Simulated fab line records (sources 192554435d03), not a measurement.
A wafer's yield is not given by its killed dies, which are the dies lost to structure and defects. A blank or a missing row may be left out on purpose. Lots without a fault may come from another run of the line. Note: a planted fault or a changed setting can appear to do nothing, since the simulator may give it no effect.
fab line records	flow n5_finfet
record: lots: 24	wafers: 72	last_day: 18
route steps=1938 shown GATE_CUT@507 MOL_CONTACT_COAG@526
lots with no fault: from the same line, run without faults
start_h: hours from the record's first day to the start of the lot's first wafer shown	wait_h: hours elapsed since this lot's preceding step	" identical to the entry in the row above	L1.1+2: a single row standing in for several wafers	- value missing, or start not given	* or withheld: withheld	< > ~ a bound
route shown NAME@n: NAME is a module with steps in the file, n the number in the route of the first one	usual: mean/standard deviation of fault-free wafers	same: alike in all rows	chamber/n: place in a boat	sites: per-site readings	_std_site: standard deviation of those values	_edge_site: the outer-site mean with the inner-site mean subtracted	radius_mm: for every site, how far away it sits from the centre of the wafer	mask NAME#n: copy n	behind: tool/chamber where the wafer was last shaped	hold: why the lot went on hold/how many hours it stayed there/how the hold came to an end	device: the transistor (n, p or np) that didn't switch	end of line: the tests these same wafers got at the end of their route	a step given without rows: its recipe and nothing more	killed: count of dies lost to structure and defects at first sort (not the wafer's yield)	map: shows each die of a wafer: x if killed, . if not, _ if none is there
set.NAME: setting as actually run; set.NAME@STEP: the setting as run at that earlier step	model.NAME: the simulator's own value behind a step, which no gauge read
steps of the route over a sample of lots; a table a step, a row a wafer
services: from which hour (start_h, from the record's first day; less than 0 if before it) a tool's chamber was out of use, for how many hours, and why
== steps ==
step: N5_GATE_CUT_STRIP_21
recipe: chemistry: N2/H2	time_s: 30	power_w: 1000	temp_c: 250	pressure_mtorr: withheld	n2_flow_sccm: 1750	h2_flow_sccm: 3250
usual: drypump_motor_current_A: 5.4/0.37	h2_flow_sccm: 3251/9.5	heater_power_w: 347/31
same: time_s: 30
lot.wafer	tool	chamber	start_h	wait_h	drypump_motor_current_A	h2_flow_sccm	heater_power_w	rf_hours_counter_h
L074.1	plasma_asher-01	0	84.39	0.0	5.7	3260	334	40
L074.5	"	1	"	"	5.7	3241	317	-
L074.6	"	0	"	"	5.7	3234	343	-
L075.3	plasma_asher-01	0	91.75	0.1	5.7	3244	338	-
L075.4	"	1	"	"	5.7	3247	310	-
L075.6	"	0	"	"	5.7	3261	334	-
L076.1	plasma_asher-02	1	98.54	0.0	5.2	3270	374	91
L076.3	"	0	"	"	4.9	3266	360	-
L076.5	"	0	"	"	4.9	3262	368	-
L077.1	plasma_asher-01	1	102.08	0.0	5.7	3248	316	44
L077.4	"	0	"	"	5.7	3249	332	-
L077.5	"	0	"	"	5.7	3246	334	-
L078.1	plasma_asher-01	1	108.77	0.0	5.7	3244	306	45
L078.3	"	1	"	"	5.7	3260	306	-
L078.5	"	0	"	"	5.7	3262	334	-
L079.2	plasma_asher-01	0	118.10	0.0	5.8	3265	333	46
L079.3	"	1	"	"	5.6	3241	315	-
L079.6	"	0	"	"	5.7	3260	330	-
L080.3	plasma_asher-02	0	120.58	0.1	4.8	3260	370	-
L080.5	"	1	"	"	5.2	3248	377	-
L080.6	"	0	"	"	4.8	3253	381	-
L081.1	plasma_asher-02	1	126.98	0.0	5.1	3257	393	97
L081.3	"	0	"	"	4.8	3264	367	-
L081.6	"	0	"	"	4.8	3248	363	-
L082.1	plasma_asher-02	0	134.22	0.0	4.8	3242	371	98
L082.4	"	1	"	"	5.1	3252	383	-
L082.5	"	0	"	"	4.8	3239	374	-
L083.1	plasma_asher-01	0	139.42	0.0	5.7	3249	329	50
L083.2	"	1	"	"	5.6	3256	316	50
L083.3	"	1	"	"	5.7	3268	301	-
L084.2	plasma_asher-02	0	150.56	0.1	4.8	3261	380	101
L084.4	"	1	"	"	5.2	3265	379	-
L084.5	"	1	"	"	5.1	3259	384	-
L085.1	plasma_asher-01	0	152.21	0.0	5.7	3260	333	53
L085.3	"	0	"	"	5.7	3257	331	-
L085.6	"	0	"	"	5.7	3252	328	-
L086.1	plasma_asher-01	0	160.58	0.0	5.7	3225	334	55
L086.3	"	0	"	"	5.8	3241	330	-
L086.4	"	1	"	"	5.6	3237	299	-
L087.1	plasma_asher-02	1	166.38	0.0	5.2	3239	396	105
L087.2	"	0	"	"	4.8	3253	374	105
L087.5	"	0	"	"	4.8	3251	366	-
L088.3	plasma_asher-01	1	167.10	0.1	5.7	3254	306	-
L088.4	"	0	"	"	5.7	3249	338	-
L088.5	"	1	"	"	5.7	3254	309	-
L089.2	plasma_asher-02	1	174.68	0.2	5.2	3258	389	108
L089.3	"	0	"	"	4.8	3253	379	-
L089.5	"	0	"	"	4.8	3241	370	-
L090.2	plasma_asher-02	1	182.74	0.0	5.1	3241	390	111
L090.5	"	0	"	"	4.8	3235	369	-
L090.6	"	1	"	"	5.1	3240	391	-
L091.2	plasma_asher-02	1	188.61	0.0	5.2	3245	390	113
L091.5	"	0	"	"	4.8	3257	375	-
L091.6	"	1	"	"	5.1	3261	394	-
L092.1	plasma_asher-02	0	194.09	0.0	4.8	3251	367	115
L092.2	"	1	"	"	5.1	3253	386	115
L092.5	"	1	"	"	5.2	3257	384	-
L093.3	plasma_asher-01	1	200.49	0.1	5.7	3254	307	-
L093.4	"	0	"	"	5.7	3266	325	-
L093.6	"	0	"	"	5.7	3269	334	-
L094.3	plasma_asher-01	0	208.29	0.1	5.7	3242	327	-
L094.4	"	1	"	"	5.6	3248	307	-
L094.5	"	1	"	"	5.6	3228	302	-
L095.1	plasma_asher-02	0	213.37	0.0	4.8	3251	375	119
L095.4	"	1	"	"	5.1	3262	387	-
L095.6	"	1	"	"	5.2	3264	384	-
L096.2	plasma_asher-01	1	217.87	0.0	5.6	3257	312	61
L096.3	"	1	"	"	5.7	3246	305	-
L096.4	"	0	"	"	5.8	3252	338	-
L097.1	plasma_asher-01	1	227.31	0.0	5.7	3268	305	64
L097.3	"	0	"	"	5.7	3246	335	-
L097.6	"	1	"	"	5.7	3258	310	-
step: N5_MOL_CONTACT_COAG_CD_MEAS_08
recipe: target_cd_nm: 28	landing_energy_ev: 500	detector: se_inlens	polarity: opening
usual: cd_nm: 27.91/0.25
lot.wafer	tool	chamber	start_h	wait_h	cd_nm
L074.1	cd_sem-03	0	87.49	-	28.00
L074.5	"	0	"	"	28.12
L074.6	"	0	"	"	28.10
L075.3	cd_sem-02	0	94.98	-	27.96
L075.4	"	0	"	"	28.68
L075.6	"	0	"	"	27.92
L076.1	cd_sem-03	0	103.03	-	27.36
L076.3	"	0	"	"	27.72
L076.5	"	0	"	"	28.02
L077.1	cd_sem-01	0	105.25	-	28.16
L077.4	"	0	"	"	27.78
L077.5	"	0	"	"	27.62
L078.1	cd_sem-03	0	111.75	-	27.86
L078.3	"	0	"	"	28.10
L078.5	"	0	"	"	27.76
L079.2	cd_sem-03	0	121.43	-	28.20
L079.3	"	0	"	"	28.21
L079.6	"	0	"	"	28.10
L080.3	cd_sem-03	0	123.68	-	27.75
L080.5	"	0	"	"	27.89
L080.6	"	0	"	"	27.84
L081.1	cd_sem-01	0	129.98	-	27.80
L081.3	"	0	"	"	27.49
L081.6	"	0	"	"	28.07
L082.1	cd_sem-01	0	137.24	-	27.42
L082.4	"	0	"	"	27.97
L082.5	"	0	"	"	27.78
L083.1	cd_sem-01	0	142.40	-	27.79
L083.2	"	0	"	"	27.89
L083.3	"	0	"	"	28.36
L084.2	cd_sem-02	0	153.87	-	27.51
L084.4	"	0	"	"	27.52
L084.5	"	0	"	"	27.71
L085.1	cd_sem-03	0	155.20	-	27.50
L085.3	"	0	"	"	27.73
L085.6	"	0	"	"	27.63
L086.1	cd_sem-01	0	163.68	-	27.86
L086.3	"	0	"	"	27.92
L086.4	"	0	"	"	27.74
L087.1	cd_sem-01	0	169.36	-	28.02
L087.2	"	0	"	"	28.15
L087.5	"	0	"	"	28.01
L088.3	cd_sem-02	0	170.46	-	27.84
L088.4	"	0	"	"	27.68
L088.5	"	0	"	"	28.08
L089.2	cd_sem-02	0	177.65	-	27.88
L089.3	"	0	"	"	28.10
L089.5	"	0	"	"	28.20
L090.2	cd_sem-01	0	185.72	-	27.45
L090.5	"	0	"	"	28.15
L090.6	"	0	"	"	28.24
L091.2	cd_sem-02	0	191.71	-	27.67
L091.5	"	0	"	"	27.61
L091.6	"	0	"	"	28.10
L092.1	cd_sem-03	0	197.07	-	27.92
L092.2	"	0	"	"	28.07
L092.5	"	0	"	"	28.14
L093.3	cd_sem-03	0	203.45	-	27.70
L093.4	"	0	"	"	28.25
L093.6	"	0	"	"	27.93
L094.3	cd_sem-03	0	211.44	-	28.05
L094.4	"	0	"	"	27.98
L094.5	"	0	"	"	28.01
L095.1	cd_sem-02	0	217.75	-	28.03
L095.4	"	0	"	"	28.16
L095.6	"	0	"	"	27.83
L096.2	cd_sem-03	0	220.97	-	27.94
L096.3	"	0	"	"	27.54
L096.4	"	0	"	"	28.17
L097.1	cd_sem-03	0	230.55	-	28.18
L097.3	"	0	"	"	28.23
L097.6	"	0	"	"	27.85
step: N5_MOL_CONTACT_COAG_DESCUM_13
recipe: chemistry: O2	time_s: 7	source_power_w: 50	bias_power_w: 20	pressure_mtorr: 20	rf_frequency_hz: 2.712e+07	temp_c: 40	resist: CAR-EUV	o2_flow_sccm: 225
usual: drypump_motor_current_A: 5.6/0.36	oes_product_au: 0.79/0.099	rf_vpp_V: 243.7/1.6	showerhead_plenum_p_Torr: 2.14/0.079	throttle_valve_pct: 20.6/0.32
same: time_s: 7
lot.wafer	tool	chamber	start_h	wait_h	drypump_motor_current_A	oes_product_au	rf_hours_counter_h	rf_vpp_V	showerhead_plenum_p_Torr	throttle_valve_pct
L074.1	rie_diel-01	0	87.62	0.0	5.8	0.67	226	243.0	2.16	20.8
L074.5	"	0	"	"	5.8	0.67	-	243.3	2.16	20.8
L074.6	"	1	"	"	5.0	0.70	-	245.2	2.17	20.8
L075.3	rie_diel-01	3	95.11	0.0	5.6	0.81	73	244.5	2.13	20.2
L075.4	"	2	"	"	5.9	0.71	228	240.1	2.02	21.1
L075.6	"	0	"	"	5.8	0.67	-	244.2	2.16	20.8
L076.1	rie_diel-05	1	103.16	0.0	5.6	0.82	86	241.5	2.06	20.6
L076.3	"	2	"	"	5.8	0.69	201	242.9	2.08	20.6
L076.5	"	3	"	"	6.3	0.71	-	244.8	2.08	20.6
L077.1	rie_diel-01	0	105.37	0.0	5.8	0.66	233	244.7	2.16	20.9
L077.4	"	3	"	"	5.6	0.81	77	243.7	2.13	20.2
L077.5	"	3	"	"	5.6	0.80	-	242.8	2.13	20.2
L078.1	rie_diel-01	2	111.90	0.1	5.9	0.70	234	241.1	2.01	21.1
L078.3	"	3	"	"	5.6	0.80	80	243.3	2.13	20.2
L078.5	"	3	"	"	5.6	0.80	-	243.2	2.13	20.2
L079.2	rie_diel-05	3	121.94	0.4	6.3	0.99	2	242.3	2.08	20.0
L079.3	"	2	"	"	5.7	0.68	210	242.7	2.07	20.6
L079.6	"	2	"	"	5.7	0.69	-	242.9	2.08	20.6
L080.3	rie_diel-01	3	124.50	0.7	5.6	0.80	85	243.1	2.13	20.2
L080.5	"	0	"	"	5.8	0.67	-	245.1	2.15	20.9
L080.6	"	2	"	"	5.9	0.70	-	241.6	2.01	21.1
L081.1	rie_diel-01	3	130.10	0.0	5.6	0.79	88	244.6	2.13	20.2
L081.3	"	1	"	"	5.0	0.70	201	242.9	2.17	20.8
L081.6	"	1	"	"	5.0	0.70	-	243.3	2.17	20.8
L082.1	rie_diel-03	3	137.37	0.0	5.4	0.81	71	245.3	2.21	20.4
L082.4	"	0	"	"	5.5	0.74	169	242.0	1.99	20.8
L082.5	"	3	"	"	5.4	0.81	-	244.5	2.21	20.4
L083.1	rie_diel-01	2	142.52	0.0	5.9	0.69	248	240.7	2.01	21.1
L083.2	"	1	"	"	5.0	0.69	207	243.6	2.16	20.8
L083.3	"	3	"	"	5.6	0.78	93	245.0	2.12	20.2
L084.2	rie_diel-03	2	154.47	0.5	6.0	0.90	28	245.2	2.23	20.2
L084.4	"	3	"	"	5.4	0.79	76	244.6	2.21	20.4
L084.5	"	3	"	"	5.4	0.80	-	245.0	2.21	20.4
L085.1	rie_diel-01	2	155.72	0.4	5.9	0.69	254	241.9	2.01	21.1
L085.3	"	3	"	"	5.6	0.78	98	243.1	2.12	20.2
L085.6	"	3	"	"	5.6	0.78	-	243.5	2.12	20.2
L086.1	rie_diel-03	0	163.80	0.0	5.5	0.75	177	240.5	1.99	20.8
L086.3	"	3	"	"	5.4	0.81	79	245.1	2.21	20.4
L086.4	"	2	"	"	6.0	0.90	-	245.4	2.23	20.2
L087.1	rie_diel-03	2	169.55	0.1	6.0	0.90	34	244.4	2.23	20.2
L087.2	"	3	"	"	5.4	0.80	82	244.6	2.21	20.4
L087.5	"	3	"	"	5.4	0.80	-	244.0	2.21	20.4
L088.3	rie_diel-01	1	170.58	0.0	5.0	0.68	220	245.0	2.16	20.9
L088.4	"	0	"	"	5.8	0.96	-	245.1	2.15	20.4
L088.5	"	1	"	"	5.0	0.68	-	245.1	2.16	20.9
L089.2	rie_diel-01	0	177.78	0.0	5.8	0.93	9	244.1	2.15	20.4
L089.3	"	1	"	"	5.0	0.68	223	242.9	2.16	20.8
L089.5	"	0	"	"	5.8	0.94	-	243.7	2.15	20.4
L090.2	rie_diel-01	0	185.84	0.0	5.8	0.94	13	243.8	2.15	20.5
L090.5	"	1	"	"	5.0	0.68	-	244.2	2.16	20.9
L090.6	"	2	"	"	5.9	1.01	-	244.8	2.28	20.7
L091.2	rie_diel-01	1	191.83	0.0	5.0	0.68	229	244.1	2.16	20.9
L091.5	"	2	"	"	5.9	0.99	-	246.1	2.28	20.7
L091.6	"	3	"	"	5.5	0.77	-	242.2	2.12	20.3
L092.1	rie_diel-01	2	197.19	0.0	5.9	0.97	5	246.2	2.27	20.7
L092.2	"	3	"	"	5.6	0.77	117	242.8	2.12	20.3
L092.5	"	3	"	"	5.6	0.76	-	244.1	2.12	20.3
L093.3	rie_diel-01	0	203.57	0.0	5.8	0.92	18	243.2	2.15	20.5
L093.4	"	1	"	"	5.0	0.67	233	245.9	2.15	20.9
L093.6	"	1	"	"	5.0	0.67	-	243.1	2.15	20.9
L094.3	rie_diel-03	3	211.56	0.0	5.4	0.79	96	245.4	2.20	20.4
L094.4	"	2	"	"	6.0	0.87	49	245.1	2.22	20.2
L094.5	"	3	"	"	5.5	0.79	-	246.2	2.20	20.4
L095.1	rie_diel-03	2	217.91	0.1	6.0	0.86	51	245.5	2.22	20.2
L095.4	"	0	"	"	5.5	0.72	196	240.4	1.98	20.9
L095.6	"	3	"	"	5.4	0.77	-	246.2	2.20	20.4
L096.2	rie_diel-01	1	221.19	0.1	5.0	0.67	239	242.7	2.15	20.9
L096.3	"	3	"	"	5.6	0.76	125	246.2	2.11	20.3
L096.4	"	0	"	"	5.8	0.91	24	244.6	2.14	20.5
L097.1	rie_diel-03	3	230.67	0.0	5.4	0.78	103	243.2	2.20	20.4
L097.3	"	1	"	"	5.0	0.91	17	245.0	2.20	20.2
L097.6	"	1	"	"	5.1	0.91	-	245.3	2.21	20.2
step: N5_MOL_CONTACT_COAG_SPUTTER_143
recipe: material: Co	target_thk_a: 25	temp_c: 25	chamber_pressure_pa: 0.2
usual: throttle_valve_pct: 29.9/0.96
lot.wafer	tool	chamber	start_h	wait_h	throttle_valve_pct
L074.1	pvd_sputter-03	-	90.11	0.0	31.8
L074.5	"	-	"	"	29.7
L074.6	"	-	"	"	28.9
L075.3	pvd_sputter-01	-	98.93	0.0	29.7
L075.4	"	-	"	"	31.0
L075.6	"	-	"	"	30.9
L076.1	pvd_sputter-01	-	104.94	0.0	30.9
L076.3	"	-	"	"	30.2
L076.5	"	-	"	"	29.4
L077.1	pvd_sputter-01	-	110.63	0.0	30.0
L077.4	"	-	"	"	29.8
L077.5	"	-	"	"	29.6
L078.1	pvd_sputter-02	-	115.24	0.0	31.2
L078.3	"	-	"	"	28.6
L078.5	"	-	"	"	30.2
L079.2	pvd_sputter-03	-	123.79	0.0	28.6
L079.3	"	-	"	"	31.8
L079.6	"	-	"	"	32.0
L080.3	pvd_sputter-03	-	127.75	0.0	28.8
L080.5	"	-	"	"	28.7
L080.6	"	-	"	"	30.0
L081.1	pvd_sputter-02	-	131.85	0.0	28.9
L081.3	"	-	"	"	29.8
L081.6	"	-	"	"	28.7
L082.1	pvd_sputter-03	-	139.38	0.0	29.9
L082.4	"	-	"	"	28.7
L082.5	"	-	"	"	28.4
L083.1	pvd_sputter-01	-	145.25	0.0	29.8
L083.2	"	-	"	"	29.5
L083.3	"	-	"	"	30.0
L084.2	pvd_sputter-02	-	157.49	0.0	29.4
L084.4	"	-	"	"	31.6
L084.5	"	-	"	"	29.4
L085.1	pvd_sputter-01	-	157.84	0.0	29.9
L085.3	"	-	"	"	29.6
L085.6	"	-	"	"	29.6
L086.1	pvd_sputter-01	-	166.27	0.0	29.7
L086.3	"	-	"	"	29.9
L086.4	"	-	"	"	29.6
L087.1	pvd_sputter-01	-	172.58	0.0	29.7
L087.2	"	-	"	"	29.5
L087.5	"	-	"	"	29.7
L088.3	pvd_sputter-02	-	174.74	0.0	28.7
L088.4	"	-	"	"	31.4
L088.5	"	-	"	"	29.8
L089.2	pvd_sputter-01	-	180.47	0.0	31.1
L089.3	"	-	"	"	29.3
L089.5	"	-	"	"	29.6
L090.2	pvd_sputter-03	-	189.01	0.0	29.8
L090.5	"	-	"	"	31.9
L090.6	"	-	"	"	28.4
L091.2	pvd_sputter-02	-	194.25	0.0	28.8
L091.5	"	-	"	"	28.8
L091.6	"	-	"	"	29.6
L092.1	pvd_sputter-03	-	201.09	0.0	31.9
L092.2	"	-	"	"	28.5
L092.5	"	-	"	"	31.5
L093.3	pvd_sputter-02	-	207.86	0.0	29.7
L093.4	"	-	"	"	31.2
L093.6	"	-	"	"	31.4
L094.3	pvd_sputter-02	-	213.72	0.0	29.7
L094.4	"	-	"	"	31.4
L094.5	"	-	"	"	29.7
L095.1	pvd_sputter-01	-	220.77	0.1	31.0
L095.4	"	-	"	"	30.0
L095.6	"	-	"	"	31.0
L096.2	pvd_sputter-01	-	223.85	0.0	31.1
L096.3	"	-	"	"	30.0
L096.4	"	-	"	"	29.8
L097.1	pvd_sputter-03	-	234.75	0.0	28.4
L097.3	"	-	"	"	31.7
L097.6	"	-	"	"	28.5
step: N5_MOL_CONTACT_COAG_ALD_123
recipe: material: SiNx	target_thk_a: 50	temp_c: 400	ald_precursor_family: SiH2I2	ald_co_reactant: N2/H2-plasma	pulse_time_s: 1	purge_time_s: 2	co_reactant_purge_time_s: 2	ald_cycles: 100	pressure_torr: 2
usual: heater_power_w: 844/89	precursor_pulse_height_rel: 1.000/0.022
lot.wafer	tool	chamber	start_h	wait_h	heater_power_w	precursor_pulse_height_rel
L074.1	ald_sin-02	1	96.01	0.4	1012	1.016
L074.5	"	1	"	"	983	0.986
L074.6	"	0	"	"	779	1.006
L075.3	ald_sin-04	2	103.68	0.0	903	1.013
L075.4	"	0	"	"	821	0.961
L075.6	"	0	"	"	806	0.984
L076.1	ald_sin-02	0	112.95	0.0	810	1.055
L076.3	"	3	"	"	733	0.956
L076.5	"	2	"	"	686	1.006
L077.1	ald_sin-01	3	117.90	0.6	858	1.009
L077.4	"	2	"	"	825	1.002
L077.5	"	2	"	"	822	0.993
L078.1	ald_sin-01	3	121.63	0.0	825	1.029
L078.3	"	1	"	"	893	1.003
L078.5	"	3	"	"	825	1.021
L079.2	ald_sin-01	0	129.75	0.1	928	0.999
L079.3	"	1	"	"	895	1.022
L079.6	"	1	"	"	914	1.004
L080.3	ald_sin-01	3	133.62	0.0	827	0.989
L080.5	"	2	"	"	834	0.984
L080.6	"	1	"	"	898	0.990
L081.1	ald_sin-02	1	139.42	0.0	986	1.015
L081.3	"	0	"	"	826	0.972
L081.6	"	1	"	"	990	0.972
L082.1	ald_sin-04	1	148.51	0.9	982	1.000
L082.4	"	0	"	"	813	1.020
L082.5	"	1	"	"	999	1.005
L083.1	ald_sin-02	3	151.92	1.1	734	1.014
L083.2	"	1	"	"	1019	0.992
L083.3	"	0	"	"	806	0.957
L084.2	ald_sin-02	0	165.61	0.6	810	1.004
L084.4	"	0	"	"	813	1.019
L084.5	"	3	"	"	734	0.964
L085.1	ald_sin-01	2	165.80	0.7	840	0.955
L085.3	"	3	"	"	879	0.981
L085.6	"	3	"	"	858	1.022
L086.1	ald_sin-04	0	172.57	0.0	818	0.988
L086.3	"	3	"	"	725	0.962
L086.4	"	3	"	"	744	1.001
L087.1	ald_sin-02	2	178.14	0.1	692	1.024
L087.2	"	1	"	"	1004	1.041
L087.5	"	2	"	"	700	0.991
L088.3	ald_sin-01	0	182.16	0.3	933	0.963
L088.4	"	0	"	"	948	1.013
L088.5	"	1	"	"	895	1.036
L089.2	ald_sin-01	3	188.45	2.0	852	0.964
L089.3	"	2	"	"	844	0.984
L089.5	"	3	"	"	848	1.034
L090.2	ald_sin-02	0	195.70	0.0	806	1.017
L090.5	"	3	"	"	728	0.990
L090.6	"	0	"	"	818	0.969
L091.2	ald_sin-01	2	203.27	0.0	860	1.036
L091.5	"	1	"	"	903	1.019
L091.6	"	2	"	"	847	1.004
L092.1	ald_sin-04	3	206.06	0.0	723	0.979
L092.2	"	0	"	"	764	0.996
L092.5	"	0	"	"	771	0.982
L093.3	ald_sin-04	1	214.41	0.1	932	0.997
L093.4	"	3	"	"	715	1.001
L093.6	"	0	"	"	749	0.981
L094.3	ald_sin-02	0	219.81	0.0	828	0.998
L094.4	"	2	"	"	717	0.993
L094.5	"	3	"	"	714	1.016
L095.1	ald_sin-04	0	226.95	0.4	760	1.042
L095.4	"	1	"	"	961	1.013
L095.6	"	2	"	"	864	1.009
L096.2	ald_sin-02	3	230.71	0.1	742	1.008
L096.3	"	0	"	"	825	0.989
L096.4	"	2	"	"	691	1.027
L097.1	ald_sin-01	3	239.77	0.0	849	0.970
L097.3	"	1	"	"	907	0.987
L097.6	"	3	"	"	849	0.974
step: N5_MOL_CONTACT_COAG_ALD_133
recipe: material: SiO2	target_thk_a: 50	temp_c: 100	ald_precursor_family: BDEAS	ald_co_reactant: O2-plasma	pulse_time_s: 1	co_reactant_pulse_time_s: 1	purge_time_s: 2	co_reactant_purge_time_s: 2	ald_cycles: 35	pressure_torr: 2
usual: heater_power_w: 78/8	precursor_pulse_height_rel: 1.001/0.019
lot.wafer	tool	chamber	start_h	wait_h	heater_power_w	precursor_pulse_height_rel
L074.1	ald_sin-01	1	99.58	1.1	81	1.030
L074.5	"	2	"	"	78	0.976
L074.6	"	3	"	"	79	0.967
L075.3	ald_sin-01	1	106.15	0.1	82	0.999
L075.4	"	2	"	"	78	1.018
L075.6	"	0	"	"	84	1.022
L076.1	ald_sin-04	2	116.13	0.1	83	0.995
L076.3	"	0	"	"	76	1.008
L076.5	"	0	"	"	75	0.982
L077.1	ald_sin-01	0	121.18	0.1	86	1.014
L077.4	"	1	"	"	79	1.014
L077.5	"	0	"	"	86	0.990
L078.1	ald_sin-02	3	125.24	0.1	66	1.032
L078.3	"	0	"	"	76	0.978
L078.5	"	0	"	"	75	1.011
L079.2	ald_sin-02	3	132.51	0.2	69	1.045
L079.3	"	1	"	"	91	0.976
L079.6	"	1	"	"	89	0.976
L080.3	ald_sin-04	0	136.81	0.1	75	1.012
L080.5	"	2	"	"	84	0.964
L080.6	"	1	"	"	89	0.993
L081.1	ald_sin-02	1	142.17	0.1	92	0.997
L081.3	"	3	"	"	67	0.969
L081.6	"	1	"	"	91	1.005
L082.1	ald_sin-01	0	154.96	0.1	87	0.996
L082.4	"	3	"	"	78	0.986
L082.5	"	3	"	"	80	0.998
L083.1	ald_sin-04	2	154.97	0.1	83	0.982
L083.2	"	0	"	"	75	1.022
L083.3	"	1	"	"	90	1.033
L084.2	ald_sin-04	0	168.61	0.2	76	1.003
L084.4	"	3	"	"	68	1.019
L084.5	"	0	"	"	76	1.018
L085.1	ald_sin-02	1	168.81	0.1	89	0.977
L085.3	"	3	"	"	66	1.018
L085.6	"	1	"	"	91	0.993
L086.1	ald_sin-04	2	175.35	0.1	84	0.978
L086.3	"	3	"	"	68	1.030
L086.4	"	2	"	"	82	1.015
L087.1	ald_sin-01	1	181.55	0.3	83	0.973
L087.2	"	0	"	"	84	1.003
L087.5	"	2	"	"	76	1.022
L088.3	ald_sin-02	2	186.12	1.2	66	0.976
L088.4	"	3	"	"	69	1.011
L088.5	"	3	"	"	68	1.002
L089.2	ald_sin-01	2	191.25	0.1	78	0.998
L089.3	"	3	"	"	77	1.007
L089.5	"	2	"	"	79	1.007
L090.2	ald_sin-01	0	198.61	0.2	86	1.017
L090.5	"	1	"	"	83	0.986
L090.6	"	2	"	"	80	1.030
L091.2	ald_sin-02	1	206.01	0.1	91	1.009
L091.5	"	1	"	"	90	0.994
L091.6	"	0	"	"	77	1.033
L092.1	ald_sin-01	1	208.63	0.2	81	1.009
L092.2	"	0	"	"	87	1.007
L092.5	"	3	"	"	77	0.996
L093.3	ald_sin-02	3	217.75	0.3	69	1.013
L093.4	"	1	"	"	92	0.975
L093.6	"	1	"	"	91	0.994
L094.3	ald_sin-04	3	222.36	0.1	68	0.979
L094.4	"	1	"	"	89	1.031
L094.5	"	2	"	"	79	1.011
L095.1	ald_sin-02	0	229.61	0.1	76	0.975
L095.4	"	3	"	"	67	0.992
L095.6	"	3	"	"	69	0.983
L096.2	ald_sin-01	2	233.32	0.1	80	1.018
L096.3	"	0	"	"	87	0.997
L096.4	"	3	"	"	78	0.983
L097.1	ald_sin-02	0	242.89	0.4	77	0.993
L097.3	"	2	"	"	66	0.979
L097.6	"	1	"	"	93	0.999
== services ==
tool	chamber	start_h	hours	kind
rie_diel-05	2	79.97	7.6	repair
plasma_asher-02	-	84.72	2.5	repair
rie_diel-01	3	91.95	1.8	repair
rie_diel-03	3	102.94	20.2	repair
rie_diel-03	2	110.03	1.3	repair
rie_diel-03	-	114.49	14.6	pm
rie_diel-01	3	120.80	2.2	repair
rie_diel-01	1	123.00	5.2	repair
pvd_sputter-01	-	133.40	2.5	repair
ald_sin-02	2	140.54	34.7	repair
rie_diel-01	0	141.30	-	clean
rie_diel-01	0	141.30	-	consumable_replace:focus_ring
rie_diel-01	0	141.30	18.6	scheduled_down
rie_diel-01	0	141.30	18.6	vent_cycle
plasma_asher-01	-	167.89	10.1	repair
rie_diel-03	0	167.94	1.8	repair
ald_sin-01	3	170.45	13.0	repair
ald_sin-04	-	176.75	14.0	pm
ald_sin-02	-	187.18	6.0	pm
plasma_asher-02	-	204.30	0.7	repair
ald_sin-01	2	205.75	6.1	repair
ald_sin-01	1	221.23	11.0	repair
rie_diel-01	3	233.35	4.4	repair
ald_sin-02	-	234.64	0.5	repair
== key ==
fault none
